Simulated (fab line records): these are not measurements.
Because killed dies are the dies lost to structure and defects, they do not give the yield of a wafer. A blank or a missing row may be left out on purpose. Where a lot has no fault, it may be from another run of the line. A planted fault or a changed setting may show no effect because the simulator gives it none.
Split-lot experiment || flow n5Finfet || on a route of 1938 steps: 7 lots, 39 wafers read

## THE SPLIT ITSELF
At N5_BEOL_M11_ILD_DEP_00 (deposits SiCOH lowk from DEMS/porogen, target thk 308.51 nm, time 58 s), the setting targetThkA was moved away from the recipe's 3085.1 angstrom on 15 of the 39 wafers read, by -32.4% to +59.6%. This setting was run at the recipe's value on the other wafers.

## FROM SPLIT TO READING: 1 step shown by the file between the two
- N5_BEOL_M11_CURE_71: cures SiCOH lowk, time 240 s

## THE READING
M11_ILD_THK in nanometres, read at N5_BEOL_M11_THK_MEAS_01. A value of 268 nm with a standard deviation of 3.8 nm is what fault-free wafers of this fab line usually give.

{"wafer": "L077.1", "tool, chamber at the split": "pecvd-03, 2", "targetThkA as run, angstrom": 3085.1, "against the recipe": "recipe", "M11_ILD_THK, nm": 270, "against lot-mates on the recipe": "-"}
{"wafer": "L077.2", "tool, chamber at the split": "pecvd-03, 1", "targetThkA as run, angstrom": 3085.1, "against the recipe": "recipe", "M11_ILD_THK, nm": 270, "against lot-mates on the recipe": "-"}
{"wafer": "L077.3", "tool, chamber at the split": "pecvd-03, 0", "targetThkA as run, angstrom": 4923, "against the recipe": "+59.6%", "M11_ILD_THK, nm": 431, "against lot-mates on the recipe": "+160"}
{"wafer": "L077.4", "tool, chamber at the split": "pecvd-03, 1", "targetThkA as run, angstrom": 3085.1, "against the recipe": "recipe", "M11_ILD_THK, nm": 274, "against lot-mates on the recipe": "-"}
{"wafer": "L077.5", "tool, chamber at the split": "pecvd-03, 0", "targetThkA as run, angstrom": 4923, "against the recipe": "+59.6%", "M11_ILD_THK, nm": 435, "against lot-mates on the recipe": "+164"}
{"wafer": "L077.6", "tool, chamber at the split": "pecvd-03, 2", "targetThkA as run, angstrom": 4923, "against the recipe": "+59.6%", "M11_ILD_THK, nm": 443, "against lot-mates on the recipe": "+172"}
{"wafer": "L078.1", "tool, chamber at the split": "pecvd-01, 0", "targetThkA as run, angstrom": 3085.1, "against the recipe": "recipe", "M11_ILD_THK, nm": 271, "against lot-mates on the recipe": "-"}
{"wafer": "L078.2", "tool, chamber at the split": "pecvd-01, 2", "targetThkA as run, angstrom": 3085.1, "against the recipe": "recipe", "M11_ILD_THK, nm": 267, "against lot-mates on the recipe": "-"}
{"wafer": "L078.3", "tool, chamber at the split": "pecvd-01, 1", "targetThkA as run, angstrom": 3977, "against the recipe": "+28.9%", "M11_ILD_THK, nm": 350, "against lot-mates on the recipe": "+80"}
{"wafer": "L078.4", "tool, chamber at the split": "pecvd-01, 1", "targetThkA as run, angstrom": 3977, "against the recipe": "+28.9%", "M11_ILD_THK, nm": 358, "against lot-mates on the recipe": "+88"}
{"wafer": "L078.5", "tool, chamber at the split": "pecvd-01, 0", "targetThkA as run, angstrom": 3977, "against the recipe": "+28.9%", "M11_ILD_THK, nm": 353, "against lot-mates on the recipe": "+83"}
{"wafer": "L078.6", "tool, chamber at the split": "pecvd-01, 2", "targetThkA as run, angstrom": 3085.1, "against the recipe": "recipe", "M11_ILD_THK, nm": 273, "against lot-mates on the recipe": "-"}
{"wafer": "L085.1", "tool, chamber at the split": "pecvd-01, 2", "targetThkA as run, angstrom": 3085.1, "against the recipe": "recipe", "M11_ILD_THK, nm": 264, "against lot-mates on the recipe": "-"}
{"wafer": "L085.2", "tool, chamber at the split": "pecvd-01, 1", "targetThkA as run, angstrom": 3085.1, "against the recipe": "recipe", "M11_ILD_THK, nm": 268, "against lot-mates on the recipe": "-"}
{"wafer": "L085.3", "tool, chamber at the split": "pecvd-01, 0", "targetThkA as run, angstrom": 2291, "against the recipe": "-25.7%", "M11_ILD_THK, nm": 197, "against lot-mates on the recipe": -70}
{"wafer": "L085.4", "tool, chamber at the split": "pecvd-01, 0", "targetThkA as run, angstrom": 2291, "against the recipe": "-25.7%", "M11_ILD_THK, nm": 206, "against lot-mates on the recipe": -61}
{"wafer": "L085.5", "tool, chamber at the split": "pecvd-01, 2", "targetThkA as run, angstrom": 3085.1, "against the recipe": "recipe", "M11_ILD_THK, nm": 268, "against lot-mates on the recipe": "-"}
{"wafer": "L085.6", "tool, chamber at the split": "pecvd-01, 1", "targetThkA as run, angstrom": 2291, "against the recipe": "-25.7%", "M11_ILD_THK, nm": 202, "against lot-mates on the recipe": -65}
{"wafer": "L092.1", "tool, chamber at the split": "pecvd-01, 0", "targetThkA as run, angstrom": 3085.1, "against the recipe": "recipe", "M11_ILD_THK, nm": 269, "against lot-mates on the recipe": "-"}
{"wafer": "L092.2", "tool, chamber at the split": "pecvd-01, 2", "targetThkA as run, angstrom": 3085.1, "against the recipe": "recipe", "M11_ILD_THK, nm": 260, "against lot-mates on the recipe": "-"}
{"wafer": "L092.3", "tool, chamber at the split": "pecvd-01, 1", "targetThkA as run, angstrom": 3085.1, "against the recipe": "recipe", "M11_ILD_THK, nm": 268, "against lot-mates on the recipe": "-"}
{"wafer": "L092.4", "tool, chamber at the split": "pecvd-01, 2", "targetThkA as run, angstrom": 3085.1, "against the recipe": "recipe", "M11_ILD_THK, nm": 266, "against lot-mates on the recipe": "-"}
{"wafer": "L092.5", "tool, chamber at the split": "pecvd-01, 0", "targetThkA as run, angstrom": 3085.1, "against the recipe": "recipe", "M11_ILD_THK, nm": 270, "against lot-mates on the recipe": "-"}
{"wafer": "L092.6", "tool, chamber at the split": "pecvd-01, 1", "targetThkA as run, angstrom": 3085.1, "against the recipe": "recipe", "M11_ILD_THK, nm": 269, "against lot-mates on the recipe": "-"}
{"wafer": "L093.3", "tool, chamber at the split": "pecvd-01, 2", "targetThkA as run, angstrom": 3085.1, "against the recipe": "recipe", "M11_ILD_THK, nm": 270, "against lot-mates on the recipe": "-"}
{"wafer": "L093.4", "tool, chamber at the split": "pecvd-01, 0", "targetThkA as run, angstrom": 3085.1, "against the recipe": "recipe", "M11_ILD_THK, nm": 273, "against lot-mates on the recipe": "-"}
{"wafer": "L093.5", "tool, chamber at the split": "pecvd-01, 2", "targetThkA as run, angstrom": 3085.1, "against the recipe": "recipe", "M11_ILD_THK, nm": 269, "against lot-mates on the recipe": "-"}
{"wafer": "L096.1", "tool, chamber at the split": "pecvd-04, 2", "targetThkA as run, angstrom": 2612, "against the recipe": "-15.3%", "M11_ILD_THK, nm": 229, "against lot-mates on the recipe": -37}
{"wafer": "L096.2", "tool, chamber at the split": "pecvd-04, 0", "targetThkA as run, angstrom": 3085.1, "against the recipe": "recipe", "M11_ILD_THK, nm": 263, "against lot-mates on the recipe": "-"}
{"wafer": "L096.3", "tool, chamber at the split": "pecvd-04, 1", "targetThkA as run, angstrom": 2612, "against the recipe": "-15.3%", "M11_ILD_THK, nm": 227, "against lot-mates on the recipe": -39}
{"wafer": "L096.4", "tool, chamber at the split": "pecvd-04, 2", "targetThkA as run, angstrom": 2612, "against the recipe": "-15.3%", "M11_ILD_THK, nm": 225, "against lot-mates on the recipe": -41}
{"wafer": "L096.5", "tool, chamber at the split": "pecvd-04, 1", "targetThkA as run, angstrom": 3085.1, "against the recipe": "recipe", "M11_ILD_THK, nm": 271, "against lot-mates on the recipe": "-"}
{"wafer": "L096.6", "tool, chamber at the split": "pecvd-04, 0", "targetThkA as run, angstrom": 3085.1, "against the recipe": "recipe", "M11_ILD_THK, nm": 265, "against lot-mates on the recipe": "-"}
{"wafer": "L086.1", "tool, chamber at the split": "pecvd-03, 2", "targetThkA as run, angstrom": 3085.1, "against the recipe": "recipe", "M11_ILD_THK, nm": 264, "against lot-mates on the recipe": "-"}
{"wafer": "L086.2", "tool, chamber at the split": "pecvd-03, 0", "targetThkA as run, angstrom": 3085.1, "against the recipe": "recipe", "M11_ILD_THK, nm": 260, "against lot-mates on the recipe": "-"}
{"wafer": "L086.3", "tool, chamber at the split": "pecvd-03, 0", "targetThkA as run, angstrom": 2085, "against the recipe": "-32.4%", "M11_ILD_THK, nm": 178, "against lot-mates on the recipe": -85}
{"wafer": "L086.4", "tool, chamber at the split": "pecvd-03, 2", "targetThkA as run, angstrom": 2085, "against the recipe": "-32.4%", "M11_ILD_THK, nm": 182, "against lot-mates on the recipe": -81}
{"wafer": "L086.5", "tool, chamber at the split": "pecvd-03, 0", "targetThkA as run, angstrom": 2085, "against the recipe": "-32.4%", "M11_ILD_THK, nm": 179, "against lot-mates on the recipe": -84}
{"wafer": "L086.6", "tool, chamber at the split": "pecvd-03, 2", "targetThkA as run, angstrom": 3085.1, "against the recipe": "recipe", "M11_ILD_THK, nm": 265, "against lot-mates on the recipe": "-"}

THE FIT
A straight line over all 39 wafers: M11_ILD_THK changes by +2.79 nm for each +1% of targetThkA; r = +1.00; the points scatter about the line by 4.2 nm.
The same after taking each lot's own level away (the mean of its wafers on the recipe; 39 wafers): +2.71 nm for each +1%; r = +1.00; scatter 3.7 nm.
On that fit, the largest move of targetThkA shifts the reading by 1.6e+02 nm.
Across the lots, their own levels run from 263.0 to 271.3 nm, a range of 2.2 times the standard deviation given above.
So the lot-to-lot level changes the slope little: the two slopes agree.
Check: with one of the wafers moved furthest among these (+59.6%) left out of the fit, the line predicts +164 nm for it against its lot-mates. It came out at +160 nm against them.

## THESE WAFERS: OTHER SPLITS
These wafers also went through other splits before the reading. Each is held against what the fit with the lots' levels taken away leaves over:
{"other split on the same wafers": "N5_BEOL_M5_DEP_56 targetThkA", "wafers away from the commonest value": 12, "r with M11_ILD_THK (lot level and that fit taken away)": -0.14}
{"other split on the same wafers": "N5_BEOL_M9_ETCH_62 timeS", "wafers away from the commonest value": 6, "r with M11_ILD_THK (lot level and that fit taken away)": "+0.07"}

## THE WHOLE CHAIN: every reading that the file lists as answering this split, in the file's order
{"step": "N5_BEOL_M11_ILD_DEP_00", "what it does": "deposits SiCOH lowk from DEMS/porogen, target thk 308.51 nm, time 58 s", "reading": "SiCOH_lowk_of_BEOL_M11_ILD_DEP_00.thkNm (the simulator's own value, which no gauge read)", "change (the file's fit)": "+3.07 nm for each +1% of the setting", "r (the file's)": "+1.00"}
{"step": "N5_BEOL_M11_CURE_71", "what it does": "cures SiCOH lowk, time 240 s", "reading": "SiCOH_lowk_of_BEOL_M11_ILD_DEP_00.thkNm (the simulator's own value, which no gauge read)", "change (the file's fit)": "+2.73 nm for each +1% of the setting", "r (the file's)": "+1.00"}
{"step": "N5_BEOL_M11_THK_MEAS_01", "what it does": "", "reading": "M11_ILD_THK", "change (the file's fit)": "+2.72 for each +1% of the setting", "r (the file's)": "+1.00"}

## FILE'S OWN FIT
M11_ILD_THK changes by +2.72 nm for each +1% of targetThkA, r = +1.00.
